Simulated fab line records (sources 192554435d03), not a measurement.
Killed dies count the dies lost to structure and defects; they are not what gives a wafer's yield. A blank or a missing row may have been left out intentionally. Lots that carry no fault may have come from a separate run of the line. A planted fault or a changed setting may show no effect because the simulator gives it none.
Chamber matching	flow n5-finfet	N5_BEOL_M8_STRIP_67 on rie-diel-02 has 4 sister chambers
The step strips in CF4. 14 wafers are shown with their chamber, then 7 later ones without.

== WAFERS, EACH WITH ITS CHAMBER ==
wafer	chamber	drypump-motor-current-A (A)	throttle-valve-pct (%)	showerhead-plenum-p-Torr (Torr)
L077.2	2	5.8	13.28	1.78
L077.4	2	5.9	13.28	1.78
L077.6	0	5.8	13.63	1.71
L083.1	2	5.9	13.28	1.78
L083.5	3	6.8	13.46	1.75
L083.6	2	5.9	13.30	1.78
L086.1	2	5.8	13.30	1.77
L086.3	3	6.8	13.48	1.75
L086.6	0	5.8	13.64	1.71
L090.3	3	6.8	13.49	1.74
L090.4	1	6.3	13.52	1.80
L090.6	3	6.8	13.50	1.74
L092.1	0	5.8	13.66	1.70
L092.2	1	6.3	13.54	1.80

SIGNATURES, as means of the wafers listed above
reading	chamber 0	chamber 1	chamber 2	chamber 3	scatter within a chamber
drypump-motor-current-A	5.800	6.300	5.860	6.800	0.0346
throttle-valve-pct	13.6433	13.5300	13.2880	13.4825	0.0142
showerhead-plenum-p-Torr	1.7067	1.8000	1.7780	1.7450	0.00497
Rule: for each reading, subtract the chamber's mean from the wafer's reading, divide by that reading's scatter and square the result; add these up over the readings and take the root, which gives the wafer's distance from the chamber. The wafer belongs to the nearest chamber; if the next one is less than 2 further off, it can't be placed. The scatter is the square root of a quotient: the sum, over the shown wafers, of each reading's squared deviation from its chamber's mean, divided by wafers minus chambers.

== WAFERS WITHOUT THEIR CHAMBER ==
wafer	drypump-motor-current-A (A)	throttle-valve-pct (%)	showerhead-plenum-p-Torr (Torr)
L092.5	6.8	13.52	1.74
L096.4	6.8	13.54	1.74
L096.5	5.8	13.67	1.70
L096.6	6.3	13.55	1.79
L097.2	5.9	13.38	1.77
L097.3	6.3	13.57	1.79
L097.6	5.8	13.67	1.70

== THE CHAMBER EACH PASSED THROUGH ==
wafer	from the rows above	in truth
L092.5	3	3
L096.4	3	3
L096.5	0	0
L096.6	1	1
L097.2	2	2
L097.3	1	1
L097.6	0	0
Correct placement for 7 of the 7. From these rows, 0 cannot be placed. Number placed wrongly: 0.
